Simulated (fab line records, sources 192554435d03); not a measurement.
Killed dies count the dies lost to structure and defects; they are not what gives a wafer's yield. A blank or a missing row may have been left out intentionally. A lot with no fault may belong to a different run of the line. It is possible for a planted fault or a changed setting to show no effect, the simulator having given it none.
fab line records | flow n5-finfet
record lots=3 | wafers=9 | last-day=18
route steps=1938 shown FIN_SAQP@114 FIN_CUT@154 PASSIVATION@1936
lots with no fault: from the same line, run without faults
start-h: hours from the record's opening day to when the first of the lot's shown wafers began | wait-h: hours elapsed since this lot's preceding step | " identical to the entry in the row above | L1.1+2: a single row standing in for several wafers | - no value present, or no start provided | * or withheld: withheld | < > ~ a bound
route shown NAME@n: a module of which the file shows steps, and the number in the route of the first | usual: mean and standard deviation over wafers with no fault | same: alike in all rows | chamber/n: place in a boat | sites: each site's reading | _std_site: how widely they spread, as a standard deviation | _edge_site: the outer-site mean with the inner-site mean subtracted | radius-mm: how far each site lies from the wafer's centre | mask NAME#n: copy n | behind: the most recent tool/chamber to have shaped the wafer | hold: why the lot went on hold/how many hours it stayed there/how the hold came to an end | device: transistor that didn't switch, given as n, p or np | end of line: the tests these same wafers got at the end of their route | a step without rows: its recipe alone | killed: dies that structure and defects cost at the first sort, which is not the same as the wafer's yield | map: a wafer's dies, x killed, . not, _ none there
set.NAME: the setting that was run; set.NAME@STEP: the one run at that earlier step | model.NAME: the simulator's own value behind a step, which no gauge read
lots at selected steps of the route; one table per step, one row per wafer
services: the hour from which a tool's chamber was out of use, counted from the record's first day as start-h (under 0 if before that day), plus the number of hours and why
## steps
# step N5_FIN_SAQP_DESCUM_21
# recipe chemistry=O2 | time-s=7.9 | source-power-w=50 | bias-power-w=20 | pressure-mtorr=20 | rf-frequency-hz=2.712e+07 | temp-c=40 | resist=CAR-ArF | o2-flow-sccm=225
# step N5_FIN_SAQP_ETCH_51
# recipe chemistry=CF4 | target=SiARC | target-depth-a=455 | mask-material=CAR-ArF | time-s=75.8 | ion-energy-ev=80 | pressure-mtorr=40 | source-w=545 | bias-w=36 | Ar_flow_sccm=100 | cf4-flow-sccm=100 | ends=cleared
# step N5_FIN_SAQP_ETCH_52
# recipe chemistry=N2/H2 | target=SOC | target-depth-a=1000 | overetch-a=200 | mask-material=SiARC | temp-c=40 | time-s=150 | ion-energy-ev=200 | pressure-mtorr=30 | source-w=840 | bias-w=150 | n2-flow-sccm=200 | h2-flow-sccm=200 | ends=end-point
# step N5_FIN_SAQP_STRIP_53
# recipe chemistry=N2/H2 | temp-c=40 | n2-flow-sccm=200 | h2-flow-sccm=200 | rf-frequency-hz=6e+07
# step N5_FIN_SAQP_HM_OPEN_73
# recipe chemistry=CHF3/O2 | target=SiO2 | stop-on=a-Si | target-depth-a=120 | over-etch-frac=1.8 | mask-material=SOC | time-s=16.8 | pressure-mtorr=30 | source-w=650 | bias-w=170 | Ar_flow_sccm=200 | CHF3_flow_sccm=50 | O2_flow_sccm=5 | ion-energy-ev=200 | ends=end-point
# step N5_FIN_SAQP_STRIP_74
# recipe chemistry=CHF3/O2 | resist=SiARC | rf-frequency-hz=6e+07
# step N5_FIN_SAQP_MANDREL_ETCH_22
# recipe target-depth-a=600 | chemistry=HBr/Cl2 | target=a-Si | stop-on=SiNx | bt-time-s=10 | over-etch-frac=0.5 | time-s=30 | pressure-mtorr=10 | icp-w=800 | bias-w=75 | HBr_flow_sccm=150 | Cl2_flow_sccm=80 | ends=end-point
# step N5_FIN_SAQP_STRIP_55
# recipe chemistry=N2/H2 | power-w=500 | temp-c=40 | pressure-mtorr=50 | rf-frequency-hz=6e+07 | overash-fraction=0.3 | bias-power-w=28 | h2-frac=0.5 | n2-flow-sccm=300 | h2-flow-sccm=300
# step N5_FIN_SAQP_STRIP_23
# recipe chemistry=SPM | time-s=750 | temp-c=130 | h2so4-h2o2-vol-ratio=4
# step N5_FIN_SAQP_SRD_66
# recipe dry=ipa-marangoni | time-s=30 | temp-c=23 | rinse-liquid=diw
# step N5_FIN_SAQP_RECESS_75
# recipe chemistry=HF/NH3 | target=SiO2 | target-depth-a=144 | afs-cycles=3 | temp-c=30 | sublimation-temp-c=180 | sublimation-time-s=60
# step N5_FIN_SAQP_SPACER1_ALD_24
# recipe material=SiO2 | target-thk-a=203 | temp-c=300 | ald-precursor-family=BDEAS | ald-co-reactant=O2-plasma | pulse-time-s=1 | purge-time-s=2 | co-reactant-purge-time-s=2 | ald-cycles=218 | pressure-torr=2
# usual heater-power-w=487/35 | precursor-pulse-height-rel=1.001/0.018
# same co-reactant-purge-time-s=2
lot.wafer | tool       | chamber | start-h | wait-h | heater-power-w | precursor-pulse-height-rel
L364.1    | ald-sin-01 | 1       | 66.43   | 1.5    | 427            | 0.955
L364.3    | "          | 3       | "       | "      | 531            | 1.020
L364.4    | "          | 2       | "       | "      | 417            | 1.003
L369.1    | ald-sin-03 | 2       | 95.94   | 0.3    | 511            | 0.996
L369.3    | "          | 1       | "       | "      | 498            | 1.029
L369.5    | "          | 0       | "       | "      | 490            | 1.001
L372.3    | ald-sin-03 | 1       | 113.92  | 0.1    | 497            | 0.989
L372.4    | "          | 2       | "       | "      | 519            | 0.991
L372.5    | "          | 3       | "       | "      | 503            | 1.009
# step N5_FIN_SAQP_SPACER1_ETCHBACK_25
# recipe chemistry=CHF3/O2 | mode=anisotropic-etchback | target=SiO2 | target-depth-a=244 | time-s=12.2 | pressure-mtorr=30 | source-w=650 | bias-w=170 | Ar_flow_sccm=200 | CHF3_flow_sccm=50 | O2_flow_sccm=5 | ion-energy-ev=200
# step N5_FIN_SAQP_MANDREL1_REMOVE_56
# recipe chemistry=HBr/Cl2/O2 | bt-time-s=10 | target=a-Si | stop-on=SiNx | endpoint=OES-SiCl | over-etch-frac=1 | icp-w=600 | bias-w=22 | HBr_flow_sccm=150 | Cl2_flow_sccm=80 | O2_flow_sccm=5 | pressure-mtorr=10
# step N5_FIN_SAQP_ETCH_57
# recipe chemistry=CH3F/O2 | target=SiNx | mask-material=SiO2 | target-depth-a=325 | time-s=46.4 | pressure-mtorr=30 | source-w=395 | bias-w=73 | Ar_flow_sccm=150 | CH3F_flow_sccm=30 | O2_flow_sccm=20 | ion-energy-ev=120 | ends=cleared
# step N5_FIN_SAQP_ETCH_65
# recipe chemistry=CF4 | target=SiO2 | target-depth-a=40 | ion-energy-ev=350 | time-s=4.4 | pressure-mtorr=10 | icp-w=800 | bias-w=400 | cf4-flow-sccm=80
# step N5_FIN_SAQP_MANDREL_ETCH_58
# recipe chemistry=HBr/Cl2 | target=a-Si | target-depth-a=450 | bt-time-s=10 | stop-on=SiNx | mask-material=SiO2 | over-etch-frac=0.8 | time-s=27 | pressure-mtorr=10 | icp-w=800 | bias-w=75 | HBr_flow_sccm=150 | Cl2_flow_sccm=80 | ends=end-point
# step N5_FIN_SAQP_RECESS_63
# recipe chemistry=HF/NH3 | target=SiO2 | target-depth-a=180 | afs-cycles=3 | temp-c=30 | sublimation-temp-c=180 | sublimation-time-s=60
# step N5_FIN_SAQP_COAT_68
# recipe resist=SOC | temp-c=250 | time-s=60 | spin-rpm=1500 | resist-thk-nm=100
# step N5_FIN_SAQP_ETCH_69
# recipe chemistry=N2/H2 | target=SOC | target-depth-a=1500 | stop-on=SiNx | ion-energy-ev=100 | bias-w=61 | pressure-mtorr=30 | source-w=850 | n2-flow-sccm=200 | h2-flow-sccm=200
# step N5_FIN_SAQP_ETCH_67
# recipe chemistry=CH3F/O2 | target=SiNx | target-depth-a=300 | mask-material=SOC | pressure-mtorr=30 | source-w=395 | bias-w=73 | Ar_flow_sccm=150 | CH3F_flow_sccm=30 | O2_flow_sccm=20 | ion-energy-ev=120
# step N5_FIN_SAQP_STRIP_70
# recipe chemistry=N2/H2 | power-w=500 | temp-c=40 | pressure-mtorr=50 | rf-frequency-hz=6e+07 | overash-fraction=0.3 | bias-power-w=28 | h2-frac=0.5 | n2-flow-sccm=300 | h2-flow-sccm=300
# step N5_FIN_SAQP_RECESS_71
# recipe chemistry=HF/NH3 | target=SiO2 | target-depth-a=30 | afs-cycles=1 | temp-c=30 | sublimation-temp-c=180 | sublimation-time-s=60
# step N5_FIN_SAQP_SPACER2_ALD_28
# recipe material=SiO2 | target-thk-a=81 | temp-c=300 | ald-precursor-family=BDEAS | ald-co-reactant=O2-plasma | pulse-time-s=1 | purge-time-s=2 | co-reactant-purge-time-s=2 | pressure-torr=2
# step N5_FIN_SAQP_SPACER2_ETCHBACK_29
# recipe chemistry=CHF3/O2 | mode=anisotropic-etchback | target=SiO2 | target-depth-a=122 | time-s=6.1 | pressure-mtorr=30 | source-w=650 | bias-w=170 | Ar_flow_sccm=200 | CHF3_flow_sccm=50 | O2_flow_sccm=5 | ion-energy-ev=200
# step N5_FIN_SAQP_MANDREL2_REMOVE_60
# recipe chemistry=HBr/Cl2/O2 | bt-time-s=10 | target=a-Si | stop-on=SiNx | endpoint=OES-SiCl | over-etch-frac=1 | icp-w=600 | bias-w=22 | HBr_flow_sccm=150 | Cl2_flow_sccm=80 | O2_flow_sccm=5 | pressure-mtorr=10
# step N5_FIN_SAQP_HM_OPEN_33
# recipe chemistry=CH3F/O2 | target=SiNx | mask-material=SiO2 | target-depth-a=494 | time-s=70.6 | pressure-mtorr=30 | source-w=395 | bias-w=73 | Ar_flow_sccm=150 | CH3F_flow_sccm=30 | O2_flow_sccm=20 | ion-energy-ev=120 | ends=cleared
# step N5_FIN_SAQP_ETCH_34
# recipe chemistry=C4F6/O2 | target=SiO2 | target-depth-a=450 | time-s=15 | ion-energy-ev=250 | pressure-mtorr=30 | source-w=345 | bias-w=185 | Ar_flow_sccm=300 | C4F6_flow_sccm=10 | O2_flow_sccm=10 | ends=cleared
# step N5_FIN_SAQP_STRIP_77
# recipe chemistry=N2/H2 | time-s=90 | power-w=100 | temp-c=40 | pressure-mtorr=100 | rf-frequency-hz=6e+07 | bias-power-w=3 | n2-flow-sccm=300 | h2-flow-sccm=300
# step N5_FIN_SAQP_ETCH_64
# recipe chemistry=CF4 | target=SiO2 | target-depth-a=15 | ion-energy-ev=350 | pressure-mtorr=10 | icp-w=800 | bias-w=400 | cf4-flow-sccm=80
# step N5_FIN_SAQP_FIN_ETCH_36
# recipe chemistry=HBr/Cl2/O2 | target-depth-a=1200 | mask-material=SiNx | time-s=50.4 | bias-w=102 | pressure-mtorr=10 | icp-w=800 | HBr_flow_sccm=150 | Cl2_flow_sccm=80 | O2_flow_sccm=12
# step N5_FIN_SAQP_PRECLEAN_38
# recipe chemistry=O3/DIW | time-s=45 | temp-c=22 | o3-ppm=10
# step N5_FIN_SAQP_PRECLEAN_45
# recipe chemistry=dHF | time-s=10 | dilution=500:1 | temp-c=25
# step N5_FIN_SAQP_SRD_39
# recipe dry=ipa-marangoni | time-s=30 | temp-c=23 | rinse-liquid=diw
# step N5_FIN_CUT_COAT_18
# recipe resist=SOC | temp-c=250 | time-s=60 | spin-rpm=1500 | resist-thk-nm=230
# step N5_FIN_CUT_INSPECT_10
# recipe mode=adi | inspect-instrument=brightfield
# usual raw-defect-count=44/13
lot.wafer | tool              | chamber | start-h | wait-h | raw-defect-count
L364.1    | defect-inspect-02 | -       | 70.23   | 0.1    | 53
L364.3    | "                 | -       | "       | "      | 53
L364.4    | "                 | -       | "       | "      | 69
L369.1    | defect-inspect-01 | -       | 99.43   | 0.1    | 29
L369.3    | "                 | -       | "       | "      | 37
L369.5    | "                 | -       | "       | "      | 34
L372.3    | defect-inspect-02 | -       | 117.61  | 0.0    | 36
L372.4    | "                 | -       | "       | "      | 310
L372.5    | "                 | -       | "       | "      | 59
# step N5_PASSIVATION_PROBE_49
# usual killed_at_M0_to_M3=36/11 | killed_at_M4_up=13/5.1 | killed-at-contacts=14/4.9 | killed-at-front-end=41/10 | killed-at-other=3.4/2.6 | killed-dies=107/16 | killed-open=70/11 | killed-short=36/7.8
# same gross-dies=1180 | killed-at-back-side=0
lot.wafer | tool      | chamber | start-h | wait-h | killed_at_M0_to_M3 | killed_at_M4_up | killed-at-contacts | killed-at-front-end | killed-at-other | killed-dies | killed-open | killed-short
L372.4    | prober-02 | -       | 423.89  | 0.2    | 21                 | 12              | 10                 | 137                 | 6               | 186         | 56          | 28
# killed by level:class
L372.4 FIN_SAQP:unspecified=101 MOL_CONTACT_COAG:geometric-particle:open=8 FIN_SAQP:geometric-particle:open=7 STI_FIN_REVEAL:geometric-particle:open=7 BEOL_M0_SAQP:geometric-particle:open=6 BEOL_M0_SAQP:geometric-particle:short=6 BEOL_M2:geometric-particle:open=5 GATE_CUT:geometric-particle:short=4
# map L372.4 (x killed, . not)
_________________...........x________________
______________......x.....x...x._____________
___________.............x.x........__________
__________............x.xx.xxx.xx.x._________
________x....x.x......x.xxxxxxxxxx...._______
_______............x.xxxxxxxxxxxxx.....______
______.................xxxxxxxxx.x.x...x_____
_____...x.....x......xx.xxxxxxxxx.xx.....____
____...x..............xxxxxxxxxxxxxx......___
___..........x.......x.xxxxxxxxxx.xx.......__
___...........x.....x...xxxxxx.x.xx........__
__..x....................xxx.x.x............_
__..................x.....xxx.xx.....x......_
_x...x..........x...x.......x........x.......
_.........xx................................x
_.....x......x....x........x....x.........x..
_x.................x.x.......x...............
_......................x.x......x............
_..........................................x.
_...............................x.......xx..x
_...........................x..x.............
__.........x...x.........x.................._
__..x.....x.x......x...................x...._
___.x.........................x.....x....x.__
___....................................x...__
____........x.x...........................___
_____.....xxx............................____
______.x......................x...x....x_____
_______...x..............x.x...........______
________......x..........x...x......x._______
__________...................x.x...._________
___________....x...................__________
______________x................._____________
_________________......x.....________________
# map L369.5 (x killed, . not)
_________________.....xx.....________________
______________...x.x...........x_____________
___________......x......x...x......__________
__________..........x..x.......x...._________
________.x.x..................x.x....x_______
_______.................x...x..........______
______..........x....x..............x..x_____
_____....x.x.......x..........x.x..xx..x.____
____....................x........x........___
___..........x.............................__
___......................x...x.............__
__.x.xx............x........................_
__........x............x.x............x....._
_.......x..x.....................x.....x.....
_..x..x.......x..x......xxx..................
_...x.x........x....x............x...x.x.xx..
_.......x...........x.................x......
_...x.......x...............x.x.....x.xx.....
_........x..............x......x.............
_.........x......................x...x.......
_....x.x........x................x........x..
__.......................................x.._
__........x...........x.....x.x........xx..._
___.....x....x....x...x......x............x__
___...............x......................x.__
____..............................x.......___
_____.....x...........................x..____
______......x...........xx...x...x......_____
_______.......................x...x....______
________......x............x.......x.x_______
__________...........x......x......._________
___________.....x......x.......x...__________
______________.x...x...x...x...._____________
_________________..xx........________________
## services
tool       | chamber | start-h | hours | kind
ald-sin-01 | -       | 78.41   | 0.9   | repair
## key
first-sign step=N5_FIN_CUT_INSPECT_10 | reading=raw-defect-count | direction=up | sigmas=21 | usual=44 | struck=310
effect step=N5_PASSIVATION_PROBE_49 | reading=killed-at-front-end | direction=up | sigmas=9.4 | usual=41 | struck=137
more-kills-born-at N5_FIN_SAQP_SPACER1_ALD_24@ald-sin-03=101
met-at N5_FIN_SAQP_SPACER1_ALD_24
struck-wafers L372.4
tester-left-out L372
onset-between 95.94 113.92
fault kind=chamber-particle-source | tool=ald-sin-03 | chamber=2 | onset-h=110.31 | steps=N5_FIN_SAQP_SPACER1_ALD_24 | rate-per-visit-cm2=0.40321 | end-h=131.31
# tester-left-out: of these lots the tester's yield and bins aren't shown, on N5 and GAA mostly nor the transistor test; their killed dies are dies lost to structure and defects alone, not to doping, threshold or leakage, so they don't give the yield
